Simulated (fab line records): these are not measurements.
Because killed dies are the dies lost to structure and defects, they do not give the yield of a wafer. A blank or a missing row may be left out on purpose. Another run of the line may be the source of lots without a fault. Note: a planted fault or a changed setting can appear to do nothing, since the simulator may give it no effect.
Matching of chambers | flow nand harc | NHARC_A_STAIRCASE_DEP_151 on pecvd-02 has 3 sister chambers
The step deposits SiO2, target thk 3800 nm. 16 wafers are shown with their chamber, then 8 later ones without.

EACH WAFER AND ITS CHAMBER
wafer  | chamber | heater power w (W) | mfc precursor sccm (sccm)
L074.4 | 2       | 535                | 200.1
L074.5 | 1       | 625                | 200.4
L074.6 | 0       | 737                | 200.0
L075.4 | 0       | 736                | 200.3
L075.5 | 2       | 548                | 199.9
L075.6 | 1       | 614                | 199.7
L076.1 | 2       | 684                | 200.3
L076.3 | 1       | 730                | 199.8
L076.4 | 1       | 621                | 200.7
L078.1 | 1       | 789                | 199.8
L078.2 | 0       | 745                | 199.5
L078.5 | 0       | 707                | 200.2
L081.2 | 0       | 881                | 200.4
L081.4 | 2       | 536                | 200.2
L081.6 | 1       | 637                | 199.9
L086.1 | 1       | 696                | 200.0

SIGNATURES (averages over the wafers above)
reading            | chamber 0 | chamber 1 | chamber 2 | scatter within a chamber
heater power w     | 761.20    | 673.14    | 575.75    | 68.8
mfc precursor sccm | 200.080   | 200.043   | 200.125   | 0.33
Rule: a wafer lies at a distance from a chamber equal to the root of the sum of squares, over the readings, of (its reading less the chamber's mean, divided by the reading's scatter). The wafer belongs to the nearest chamber; if the next one is less than 2 further off, it can't be placed. The scatter: take each reading less its chamber's mean, square it, sum over the shown wafers, divide by the number of wafers less the number of chambers, and take the root.

WAFERS WITH NO CHAMBER GIVEN
wafer  | heater power w (W) | mfc precursor sccm (sccm)
L086.2 | 838                | 199.9
L086.6 | 694                | 200.1
L091.3 | 643                | 198.4
L091.4 | 528                | 199.8
L091.6 | 639                | 199.6
L093.1 | 661                | 199.8
L093.3 | 882                | 198.9
L093.6 | 696                | 199.4

THE CHAMBER EACH PASSED THROUGH
wafer  | from the rows above          | in truth
L086.2 | can't be placed: 0 or 1      | 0
L086.6 | can't be placed: 1 or 0 or 2 | 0
L091.3 | can't be placed: 1 or 2 or 0 | 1
L091.4 | can't be placed: 2 or 1      | 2
L091.6 | can't be placed: 1 or 2 or 0 | 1
L093.1 | can't be placed: 1 or 2 or 0 | 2
L093.3 | can't be placed: 0 or 1 or 2 | 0
L093.6 | can't be placed: 1 or 0 or 2 | 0
Correctly placed: 0 of 8. Can't be placed from these rows: 8 (the true chamber is among the candidates in 8). 0 placed wrongly.
